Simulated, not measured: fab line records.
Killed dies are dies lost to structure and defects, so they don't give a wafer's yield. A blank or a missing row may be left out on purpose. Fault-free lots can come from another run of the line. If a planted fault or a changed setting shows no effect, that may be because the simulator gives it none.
8D (eight disciplines) problem report, filled in by code | flow n5 finfet | the parts of the form that need people (team, actions taken, sign-off) are left out

1. THE PROBLEM
Wafers without a fault read 400.00 C, standard deviation 0.22; susceptor temp C at N5_BEOL_M1_PECVD_72 reads a mean of 394.90 C on 9 wafers belonging to 3 lots. That is -23 standard deviations from the usual mean.
The step: deposits SiO2 from TEOS/O2, target thk 16 nm, time 18 s.
Seen first at day 7 13:31 on pecvd-02, wafer L499.1. The record has a number at this step for 30 wafers belonging to 10 lots. Rule for "out", or "out of limits": more than 4 standard deviations from the usual mean. The rest of the wafers with a number are treated as sound.

2. WHAT IT IS; WHAT IT IS NOT
question                    | is                     | is not
which readings at this step | susceptor temp C       | heater power w, rf fwd power W, showerhead plenum p Torr, showerhead vpp V, throttle valve pct
which lots                  | L499, L500, L503       | L493, L497, L498, L511, L513, L514, L515
which wafers of those lots  | all that have a number | -
read on which tools         | pecvd-02               | pecvd-03, pecvd-04
when                        | from day 7 13:31       | up to then (9 sound wafers); but 12 sound wafers of L511, L513, L514, L515 came after

3. SUSPECTS, AND WHAT RULES EACH OUT
Counting: a tool at any process step up to the reading remains a suspect when it ran all the lots that are out and ran no sound lot after the first of those.
- cvd co-02 at N5_BEOL_M0_PRE_CLEAN_131 (time 15 s): ruled out as a lasting fault. Following L499 (day 7 13:07), the first lot on it that is out, the sound lots L511, L514 were run on it.
- cvd co-02 at N5_BEOL_M0_CO_CAP_123 (material Co, precursor CCTBA/H2, target thk 2 nm, time 102.1 s): ruled out as a lasting fault. Following L499 (day 7 13:10), the first lot on it that is out, the sound lots L511, L514 were run on it.
- pecvd-02 at N5_BEOL_M1_PECVD_72 (deposits SiO2 from TEOS/O2, target thk 16 nm, time 18 s): kept. It processed each lot that is out, first L499 at day 7 13:31, and no sound lot thereafter; up to then, the last sound lot it processed was L497 at day 7 13:07. Its own readings are out on those wafers: susceptor temp C.
Left after counting: pecvd-02 at N5_BEOL_M1_PECVD_72.

4. THE CAUSE (what the simulator had put in)
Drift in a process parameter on pecvd-02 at N5_BEOL_M1_PECVD_72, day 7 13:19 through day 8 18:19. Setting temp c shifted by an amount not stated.
Only this tool survived the counting.

5. THE CHAIN OF EFFECTS, in route order
One row per reading whose mean, taken over the struck wafers that have a number, lies over 3 standard deviations from the usual. Readings are gone through only where the record gives a usual standard deviation; hours: the median, over the lots, of the time from a lot's start at the first step in this table giving one to that lot's start at this step; sigmas: the change measured in usual standard deviations.
hours | step                | reading          | usual    | on struck wafers | change | sigmas
0     | N5_BEOL_M1_PECVD_72 | susceptor temp C | 400.00 C | 394.90           | -5.10  | -23
Here are the process steps it includes:
- N5_BEOL_M1_PECVD_72: deposits SiO2 from TEOS/O2, target thk 16 nm, time 18 s.
At these later measuring or inspecting steps, every struck wafer for which the step has a row has a number for every such reading, and none has moved that far: N5_BEOL_M4_RC_MEAS_101.

6. WHAT WOULD HAVE CAUGHT IT SOONER
First out-of-limits reading in this record: day 7 13:31, which is 0 hours after fault onset at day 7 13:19.
